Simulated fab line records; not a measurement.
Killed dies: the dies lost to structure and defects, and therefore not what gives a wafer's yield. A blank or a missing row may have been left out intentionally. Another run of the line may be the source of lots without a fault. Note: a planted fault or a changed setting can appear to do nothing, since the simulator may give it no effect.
What tool caused it? | flow n5Finfet | 24 lots with 72 wafers sampled at 5 steps, on a route of 1938 steps

== WHAT THE GAUGES READ, wafer by wafer ==
N5_BEOL_M5_OVL_MEAS_29.
lot  | measured     | on         | V4_OVL (nm)
L075 | day 8 19:34  | overlay-01 | 0.0 1.2 -0.2
L074 | day 8 21:37  | overlay-02 | 0.8 0.4 -0.2
L076 | day 8 22:01  | overlay-01 | 0.2 0.5 0.5
L077 | day 9 04:08  | overlay-02 | -0.7 -0.5 -0.7
L078 | day 9 04:23  | overlay-02 | 0.0 -1.3 -0.4
L079 | day 9 08:23  | overlay-02 | 0.8 2.1 0.2
L080 | day 9 21:19  | overlay-02 | 0.0 0.4 0.7
L081 | day 10 02:54 | overlay-01 | -0.5 -0.3 0.4
L082 | day 10 14:25 | overlay-02 | 1.1 1.3 1.2
L083 | day 10 21:21 | overlay-02 | -0.3 -0.5 1.4
L084 | day 11 03:26 | overlay-02 | -0.1 -1.0 -0.2
L085 | day 11 03:55 | overlay-02 | -0.4 0.8 -1.5
L087 | day 11 14:16 | overlay-01 | 0.7 -0.9 0.3
L088 | day 11 18:28 | overlay-01 | -0.5 1.0 0.0
L089 | day 11 21:14 | overlay-01 | 0.3 -0.1 0.0
L086 | day 11 21:18 | overlay-02 | -0.2 0.8 0.9
L090 | day 12 07:20 | overlay-01 | 0.4 1.0 -0.2
L092 | day 12 18:01 | overlay-02 | 0.6 0.2 0.5
L091 | day 12 22:40 | overlay-02 | -0.7 0.5 0.0
L093 | day 13 01:28 | overlay-01 | 0.2 -0.8 -0.1
L094 | day 13 09:35 | overlay-02 | -0.4 0.3 0.7
L095 | day 13 11:32 | overlay-01 | 0.2 -1.1 0.3
L096 | day 13 18:17 | overlay-01 | 0.4 -0.3 0.0
L097 | day 14 00:10 | overlay-02 | 0.4 0.3 0.6

N5_BEOL_M5_OCD_MEAS_38.
lot  | measured     | on     | trenchDepthNm (nm)
L075 | day 8 20:04  | ocd-02 | 70.1 69.6 70.9
L074 | day 8 22:07  | ocd-01 | 73.7 73.7 72.3
L076 | day 8 22:31  | ocd-02 | 74.1 72.1 72.1
L077 | day 9 04:39  | ocd-02 | 72.4 70.5 72.7
L078 | day 9 05:14  | ocd-01 | 70.6 69.0 70.2
L079 | day 9 08:56  | ocd-02 | 72.0 70.1 70.2
L080 | day 9 21:54  | ocd-02 | 72.6 71.7 72.2
L081 | day 10 03:25 | ocd-01 | 73.0 74.4 75.4
L082 | day 10 15:13 | ocd-01 | 74.4 72.3 71.9
L083 | day 10 21:58 | ocd-02 | 70.3 70.6 69.4
L084 | day 11 03:56 | ocd-02 | 71.4 70.0 71.3
L085 | day 11 04:25 | ocd-02 | 72.6 74.9 71.3
L087 | day 11 15:05 | ocd-01 | 70.8 74.2 72.5
L088 | day 11 18:57 | ocd-02 | 71.2 72.6 73.5
L089 | day 11 21:46 | ocd-02 | 74.5 71.7 71.8
L086 | day 11 21:49 | ocd-01 | 70.7 71.1 71.0
L090 | day 12 08:59 | ocd-01 | 71.2 74.1 71.7
L092 | day 12 20:07 | ocd-02 | 70.7 72.2 71.6
L091 | day 12 23:33 | ocd-01 | 70.2 70.4 69.4
L093 | day 13 02:40 | ocd-02 | 69.6 71.0 71.1
L094 | day 13 10:07 | ocd-02 | 71.5 72.2 71.8
L095 | day 13 12:04 | ocd-01 | 71.1 73.5 71.7
L096 | day 13 18:53 | ocd-01 | 73.3 72.7 71.2
L097 | day 14 00:40 | ocd-01 | 69.9 69.6 70.3

N5_BEOL_M5_CD_MEAS_35: target cd 28 nm, target cd y 24 nm.
lot  | measured     | on       | cdNm (nm)
L075 | day 8 20:13  | cdSem-03 | 28.00 27.92 28.70
L074 | day 8 22:16  | cdSem-02 | 27.56 27.92 28.05
L076 | day 8 22:41  | cdSem-01 | 27.91 28.36 28.28
L077 | day 9 04:49  | cdSem-03 | 27.75 27.96 28.68
L078 | day 9 05:23  | cdSem-03 | 27.89 28.31 28.37
L079 | day 9 09:06  | cdSem-03 | 27.98 28.07 28.13
L080 | day 9 22:03  | cdSem-01 | 27.89 28.25 28.46
L081 | day 10 03:34 | cdSem-03 | 28.54 28.59 28.65
L082 | day 10 15:22 | cdSem-02 | 27.89 28.04 28.03
L083 | day 10 22:08 | cdSem-01 | 27.97 27.97 28.26
L084 | day 11 04:05 | cdSem-01 | 27.88 27.86 28.04
L085 | day 11 04:34 | cdSem-03 | 28.27 29.02 28.13
L087 | day 11 15:14 | cdSem-01 | 28.27 27.84 27.91
L088 | day 11 19:07 | cdSem-02 | 27.75 27.78 27.76
L089 | day 11 21:55 | cdSem-03 | 28.73 28.37 27.96
L086 | day 11 21:58 | cdSem-02 | 28.35 28.60 28.40
L090 | day 12 09:09 | cdSem-01 | 28.32 28.28 28.16
L092 | day 12 20:16 | cdSem-03 | 28.15 28.88 28.21
L091 | day 12 23:43 | cdSem-01 | 27.94 27.84 27.97
L093 | day 13 02:49 | cdSem-03 | 28.11 28.19 28.32
L094 | day 13 10:16 | cdSem-01 | 28.02 28.00 27.59
L095 | day 13 12:13 | cdSem-03 | 27.64 28.33 28.04
L096 | day 13 19:02 | cdSem-02 | 28.07 27.99 27.91
L097 | day 14 00:49 | cdSem-02 | 28.47 28.50 28.23

== WHAT TOOL EACH LOT RAN ON (gives the tool, then ch and the chambers of the sampled wafers, and finally the start) ==
lot  | N5_BEOL_M4_ANNEAL_93        | N5_BEOL_M5_ETCH_75
L075 | pvdSputter-02, day 8 14:04  | rieDiel-02 ch 0,3, day 8 19:40
L074 | pvdSputter-01, day 8 15:35  | rieDiel-04 ch 0,1,3, day 8 21:43
L076 | pvdSputter-02, day 8 17:11  | rieDiel-04 ch 0,1,3, day 8 22:08
L077 | pvdSputter-03, day 8 19:40  | rieDiel-04 ch 0,2, day 9 04:16
L078 | pvdSputter-03, day 8 21:43  | rieDiel-02 ch 0,3, day 9 04:50
L079 | pvdSputter-02, day 8 21:52  | rieDiel-06 ch 1,2,3, day 9 08:34
L080 | pvdSputter-01, day 9 16:21  | rieDiel-04 ch 0,2, day 9 21:31
L081 | pvdSputter-02, day 9 19:09  | rieDiel-04 ch 0,1, day 10 03:02
L082 | pvdSputter-02, day 10 09:23 | rieDiel-04 ch 0,2,3, day 10 14:49
L083 | pvdSputter-03, day 10 14:07 | rieDiel-06 ch 0,2,3, day 10 21:35
L084 | pvdSputter-03, day 10 20:38 | rieDiel-02 ch 0,1,2, day 11 03:33
L085 | pvdSputter-03, day 10 22:34 | rieDiel-06 ch 1,2,3, day 11 04:02
L087 | pvdSputter-03, day 11 06:06 | rieDiel-06 ch 1,2,3, day 11 14:42
L088 | pvdSputter-01, day 11 11:28 | rieDiel-04 ch 0,1,2, day 11 18:34
L089 | pvdSputter-03, day 11 14:14 | rieDiel-06 ch 1,2,3, day 11 21:22
L086 | pvdSputter-02, day 11 14:40 | rieDiel-04 ch 0,3, day 11 21:25
L090 | pvdSputter-01, day 11 21:17 | rieDiel-06 ch 1,3, day 12 08:37
L092 | pvdSputter-02, day 12 08:50 | rieDiel-06 ch 0,2, day 12 19:44
L091 | pvdSputter-01, day 12 14:31 | rieDiel-02 ch 0,1,2, day 12 23:10
L093 | pvdSputter-03, day 12 19:30 | rieDiel-02 ch 0,1, day 13 02:17
L094 | pvdSputter-03, day 13 04:11 | rieDiel-02 ch 1,2, day 13 09:44
L095 | pvdSputter-01, day 13 04:36 | rieDiel-04 ch 0,2, day 13 11:41
L096 | pvdSputter-02, day 13 13:10 | rieDiel-04 ch 1,3, day 13 18:29
L097 | pvdSputter-03, day 13 17:41 | rieDiel-06 ch 2,3, day 14 00:17
- N5_BEOL_M4_ANNEAL_93: time 240 s.
- N5_BEOL_M5_ETCH_75: etches underlayer in N2/H2, target depth 6.5 nm, time 5.2 s.

== WHAT THE TOOLS THEMSELVES READ (means of the sampled wafers that have a number; where no wafer has one, the mark that the record gives instead) ==
N5_BEOL_M4_ANNEAL_93.
lot  | tool          | heaterPowerW (W)
L075 | pvdSputter-02 | 777
L074 | pvdSputter-01 | 835
L076 | pvdSputter-02 | 918
L077 | pvdSputter-03 | 927
L078 | pvdSputter-03 | 774
L079 | pvdSputter-02 | 950
L080 | pvdSputter-01 | 827
L081 | pvdSputter-02 | 842
L082 | pvdSputter-02 | 818
L083 | pvdSputter-03 | 947
L084 | pvdSputter-03 | 944
L085 | pvdSputter-03 | 871
L087 | pvdSputter-03 | 881
L088 | pvdSputter-01 | 827
L089 | pvdSputter-03 | 891
L086 | pvdSputter-02 | 919
L090 | pvdSputter-01 | 836
L092 | pvdSputter-02 | 823
L091 | pvdSputter-01 | 788
L093 | pvdSputter-03 | 945
L094 | pvdSputter-03 | 847
L095 | pvdSputter-01 | 771
L096 | pvdSputter-02 | 815
L097 | pvdSputter-03 | 786

N5_BEOL_M5_ETCH_75.
lot  | tool       | chamberPressureMTorr (mTorr) | drypumpMotorCurrentA (A) | etchRfOnTimeS (s) | oesProductAu (a.u.) | rfVppV (V) | showerheadPlenumPTorr (Torr) | throttleValvePct (%)
L075 | rieDiel-02 | 30.03                        | 5.94                     | 5.28              | 0.63                | 524.1      | 2.56                         | 18.1
L074 | rieDiel-04 | 30.02                        | 5.85                     | 5.13              | 0.69                | 525.5      | 2.62                         | 18.1
L076 | rieDiel-04 | 29.97                        | 5.87                     | 5.15              | 0.69                | 527.0      | 2.62                         | 18.1
L077 | rieDiel-04 | 30.02                        | 5.82                     | 5.09              | 0.74                | 524.3      | 2.54                         | 17.6
L078 | rieDiel-02 | 30.04                        | 5.92                     | 5.33              | 0.62                | 523.8      | 2.56                         | 18.1
L079 | rieDiel-06 | 30.00                        | 5.96                     | 5.21              | 0.64                | 525.6      | 2.57                         | 18.0
L080 | rieDiel-04 | 29.99                        | 5.84                     | 5.13              | 0.69                | 526.0      | 2.60                         | 17.9
L081 | rieDiel-04 | 30.00                        | 6.10                     | 5.01              | 0.74                | 528.2      | 2.68                         | 18.0
L082 | rieDiel-04 | 30.04                        | 5.71                     | 5.11              | 0.67                | 524.1      | 2.55                         | 17.9
L083 | rieDiel-06 | 30.02                        | 5.92                     | 5.18              | 0.63                | 524.6      | 2.56                         | 18.1
L084 | rieDiel-02 | 29.99                        | 5.78                     | 5.24              | 0.62                | 522.1      | 2.49                         | 18.0
L085 | rieDiel-06 | 29.99                        | 5.97                     | 5.16              | 0.71                | 524.6      | 2.56                         | 17.8
L087 | rieDiel-06 | 30.02                        | 5.96                     | 5.26              | 0.70                | 525.1      | 2.56                         | 17.8
L088 | rieDiel-04 | 30.00                        | 5.96                     | 5.10              | 0.71                | 525.0      | 2.60                         | 17.8
L089 | rieDiel-06 | 29.97                        | 5.96                     | 5.16              | 0.69                | 524.9      | 2.56                         | 17.9
L086 | rieDiel-04 | 30.02                        | 5.59                     | 5.13              | 0.62                | 524.7      | 2.55                         | 18.2
L090 | rieDiel-06 | 29.98                        | 6.10                     | 5.21              | 0.71                | 520.6      | 2.50                         | 17.8
L092 | rieDiel-06 | 29.99                        | 5.80                     | 5.17              | 0.66                | 527.1      | 2.62                         | 18.0
L091 | rieDiel-02 | 29.97                        | 5.78                     | 5.21              | 0.61                | 521.4      | 2.48                         | 18.0
L093 | rieDiel-02 | 30.00                        | 5.96                     | 5.19              | 0.60                | 522.1      | 2.50                         | 18.2
L094 | rieDiel-02 | 29.98                        | 5.52                     | 5.21              | 0.61                | 521.3      | 2.45                         | 17.9
L095 | rieDiel-04 | 29.97                        | 5.82                     | 5.18              | 0.66                | 525.2      | 2.59                         | 17.9
L096 | rieDiel-04 | 30.04                        | 5.97                     | 5.13              | 0.71                | 527.9      | 2.63                         | 18.1
L097 | rieDiel-06 | 30.00                        | 6.02                     | 5.28              | 0.63                | 523.3      | 2.50                         | 18.0

== THE ANSWER, worked out from the rows above alone ==
Rule: the lots themselves supply what counts as usual. Put in order of their means at a reading, lots are off if they are a third of the lots or fewer, leave a main group of 4 or more, and stand apart from it by a gap of 3 or more times the standard deviation of the main group's means; of several such gaps the widest counts. Not used: any main group whose means are identical at the precision the tables above print for the reading. Also off: a lot with no number at a reading for which 4 or more lots have one. All remaining lots with rows at the step are treated as sound. The gauges are gone through in route order, then the tools' own readings, and for those a lot's mean is taken as printed above. At the first step where some lot is off, the reading lying furthest off is the one used; lots without a number count as furthest.
None of the lots is off at any reading shown; this tells nothing.

== WHAT HAD BEEN PUT IN BY THE SIMULATOR ==
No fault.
